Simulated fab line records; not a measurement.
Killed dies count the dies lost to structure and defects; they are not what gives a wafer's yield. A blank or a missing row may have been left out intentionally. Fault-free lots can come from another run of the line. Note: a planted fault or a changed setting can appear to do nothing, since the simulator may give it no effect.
Chamber matching + flow nand_harc + 4 sister chambers for NHARC_A_STAIRCASE_CMP_152 on cmp-04
The step polishes. 8 wafers are shown with their chamber, then 8 later ones without.

WAFERS WITH THEIR CHAMBER
| wafer  | chamber | motor_current_A (A) | edge_zone_pressure_frac |
|--------|---------|---------------------|-------------------------|
| L081.1 | 3       | 12.2                | 1.009                   |
| L088.1 | 2       | 9.3                 | 1.000                   |
| L088.5 | 2       | 9.4                 | 1.001                   |
| L088.6 | 1       | 12.8                | 1.001                   |
| L087.1 | 0       | 11.6                | 1.001                   |
| L087.4 | 1       | 12.4                | 0.992                   |
| L087.5 | 3       | 11.7                | 0.999                   |
| L093.3 | 0       | 11.7                | 0.997                   |

WAFERS WHOSE CHAMBER IS MISSING
| wafer  | motor_current_A (A) | edge_zone_pressure_frac |
|--------|---------------------|-------------------------|
| L093.4 | 12.1                | 1.007                   |
| L093.6 | 11.9                | 1.012                   |
| L095.2 | 11.9                | 0.996                   |
| L095.4 | 11.2                | 0.998                   |
| L095.5 | 11.8                | 0.998                   |
| L097.2 | 10.9                | 0.995                   |
| L097.3 | 9.7                 | 1.004                   |
| L097.5 | 11.6                | 0.996                   |

WHICH CHAMBER EACH WENT THROUGH
| wafer  | from the rows above          | in truth |
|--------|------------------------------|----------|
| L093.4 | can't be placed: 3 or 0      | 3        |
| L093.6 | can't be placed: 3 or 0      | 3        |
| L095.2 | can't be placed: 0 or 3 or 1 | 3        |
| L095.4 | can't be placed: 0 or 3      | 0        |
| L095.5 | can't be placed: 0 or 3      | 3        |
| L097.2 | can't be placed: 0 or 3      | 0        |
| L097.3 | 2                            | 2        |
| L097.5 | can't be placed: 0 or 3      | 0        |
Correct placement for 1 of the 8. Cannot be placed on the basis of these rows: 7; the candidates contain the true chamber in 7. Number placed wrongly: 0.
How it was worked out, from the rows above alone: a wafer's distance from a chamber is the root of the sum, over the readings, of the square of ((its reading less the chamber's mean) divided by the reading's scatter). If the next closest chamber is less than 2 further off than the closest, the wafer can't be placed; otherwise it belongs to the closest. A chamber's mean is the mean of its shown wafers. How the scatter is found: for the shown wafers, subtract from each reading the mean of its chamber, square and add these, divide the total by (wafers less chambers), then take the root.
